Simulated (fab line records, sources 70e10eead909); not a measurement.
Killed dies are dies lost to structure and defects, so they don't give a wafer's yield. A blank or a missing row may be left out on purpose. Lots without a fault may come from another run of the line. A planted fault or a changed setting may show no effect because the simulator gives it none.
Problem report in the 8D (eight disciplines) form, filled by code | flow nand_harc | the parts of the form that need people (team, actions taken, sign-off) are left out

1. THE PROBLEM
heater_power_total_W at NHARC_A_M0_SOFTBAKE_04 reads a mean of 183.82 W on 6 wafers of 2 lots; wafers without a fault read 188.46 W with a standard deviation of 0.13. That is -36 standard deviations from the usual mean.
The step: time 55 s.
First seen on wafer L470.1, day 26 16:00, on litho_track-01. The record holds 42 wafers of 14 lots with a number at this step. Rule for "out", or "out of limits": more than 4 standard deviations from the usual mean. The other wafers with a number count as sound.

2. WHAT IT IS AND WHAT IT IS NOT
question                    | is                     | is not
which readings at this step | heater_power_total_W   | exhaust_pa
which lots                  | L470, L471             | L464, L466, L467, L468, L469, L476, L479, L480, L481, L482, L483, L485
which wafers of those lots  | all that have a number | -
read on which tools         | litho_track-01         | litho_track-04, litho_track-06
when                        | from day 26 16:00      | up to then (15 sound wafers); but 21 sound wafers of L476, L479, L480, L481, L482, L483, L485 came after

3. SUSPECTS, AND WHAT RULES EACH OUT
Counting: a tool at a process step up to the reading stays a suspect if it ran every lot that is out and no sound lot after the first of them.
- litho_track-01 at NHARC_A_M0_SOFTBAKE_04 (time 55 s): ruled out as a lasting fault. Sound lots L481, L482, L483, L485 ran on it after its first lot that is out, L470 (day 26 16:00).
Left after counting: nothing in the record.

4. THE CAUSE (what the simulator had put in)
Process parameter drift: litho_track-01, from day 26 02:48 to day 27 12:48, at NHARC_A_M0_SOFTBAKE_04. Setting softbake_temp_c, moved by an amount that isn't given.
Counting ruled it out, wrongly.

5. THE CHAIN OF EFFECTS, in route order
Each row: a reading whose mean over the struck wafers that have a number lies more than 3 standard deviations from the usual. Only readings for which the record gives a usual standard deviation are gone through. hours: the time from each lot's start at the first step in this table that gives one to its start at this step, as a median over the lots. sigmas: the change in usual standard deviations.
hours | step                   | reading              | usual    | on struck wafers | change | sigmas
0     | NHARC_A_M0_SOFTBAKE_04 | heater_power_total_W | 188.46 W | 183.82           | -4.64  | -36
The process steps in it:
- NHARC_A_M0_SOFTBAKE_04: time 55 s.
Later measuring or inspecting steps at which every struck wafer that the step has a row for has a number for every such reading, and none has moved that far: NHARC_A_M0_CD_MEAS_09.

6. WHAT WOULD HAVE CAUGHT IT SOONER
In this record the first reading out of limits was taken at day 26 16:00, 13 hours after the fault began at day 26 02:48.
